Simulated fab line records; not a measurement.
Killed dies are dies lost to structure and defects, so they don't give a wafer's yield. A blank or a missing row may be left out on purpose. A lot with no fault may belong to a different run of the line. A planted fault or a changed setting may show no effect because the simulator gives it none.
8D (eight disciplines) problem report, filled in by code    flow n5Finfet    the parts of the form that need people (team, actions taken, sign-off) are left out

## 1. WHAT IS WRONG
Wafers free of any fault read 268 nm (standard deviation 3.5) for M10_ILD_THK at N5_BEOL_M10_THK_MEAS_01, against a mean of 191 nm on 3 wafers of 3 lots. Measured from the usual mean, that is -22 standard deviations.
First observed at day 14 09:22: wafer L784.2, on filmMetro-02. At this step, 30 wafers from 11 lots have a number in the record. By rule, "out" or "out of limits" means more than 4 standard deviations away from the usual mean. Any other wafer with a number is counted as sound.

## 2. WHAT IT IS; WHAT IT IS NOT
question                     is                          is not
which readings at this step  M10_ILD_THK                 -
which lots                   L784, L788, L789            L769, L770, L773, L775, L776, L777, L782, L792
which wafers of those lots   L784.2, L788.2, L789.1      L784.4, L788.4, L789.3
read on which gauges         filmMetro-01, filmMetro-02  -
when                         from day 14 09:22           up to then (22 sound wafers); but 5 sound wafers of L788, L789, L792 came after

## 3. THE SUSPECTS, EACH WITH WHAT RULES IT OUT
Counting: any tool at a process step up to the reading remains a suspect provided it ran every lot that is out. Sound lots after the first of them don't rule it out here, since some wafers of a struck lot are sound.
- the gauge at N5_BEOL_M10_THK_MEAS_01 is ruled out. The wafers that are out were read on 2 gauges (filmMetro-01, filmMetro-02).
- pecvd-01 at N5_BEOL_M10_ILD_DEP_00 (deposits SiCOH lowk from DEMS/porogen, target thk 308.51 nm, time 58 s): kept. Ran every lot that is out, first one L784 (day 14 08:18); last sound lot up to then L782 (day 13 12:29). Out on those wafers are its own readings of runLengthS.
After counting, what remains is pecvd-01 at N5_BEOL_M10_ILD_DEP_00.

## 4. THE CAUSE (what the simulator had put in)
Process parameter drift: pecvd-01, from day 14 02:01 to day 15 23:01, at N5_BEOL_M10_ILD_DEP_00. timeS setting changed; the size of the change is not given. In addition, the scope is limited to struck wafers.
After counting, this tool was the only one left.

## 5. THE CHAIN OF EFFECTS, in route order
Rows list readings where the struck wafers' mean (over those with a number) sits beyond 3 standard deviations from the usual. Scope: only readings with a usual standard deviation given in the record; hours: median across lots of the time from each lot's start at the first step in this table that gives one to its start at this step; sigmas: change in usual standard deviations.
hours  step                     reading      usual    on struck wafers  change  sigmas
0      N5_BEOL_M10_ILD_DEP_00   runLengthS   101.1 s  84.6              -16.5   -30
1      N5_BEOL_M10_THK_MEAS_01  M10_ILD_THK  268 nm   191               -77     -22
Its process steps:
- N5_BEOL_M10_ILD_DEP_00: deposits SiCOH lowk from DEMS/porogen, target thk 308.51 nm, time 58 s.
Readings that are blank on the struck wafers while sound wafers have them: rfFwdPowerW at N5_BEOL_M10_ILD_DEP_00; susceptorTempC at N5_BEOL_M10_ILD_DEP_00.

## 6. HOW IT WOULD HAVE BEEN CAUGHT EARLIER
7 hours passed between the start of the fault at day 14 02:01 and the first reading out of limits at a measuring or inspecting step in this record, taken at day 14 09:22.
At N5_BEOL_M10_ILD_DEP_00, the tool's own readings (runLengthS) were out on each struck wafer the step has a row for, so an alarm limit on them would have fired on the first such wafer.
L788, L789, from the lots that are out (3), started N5_BEOL_M10_ILD_DEP_00 on pecvd-01 later than day 14 09:22. A hold on the tool at that time would have spared those 2.
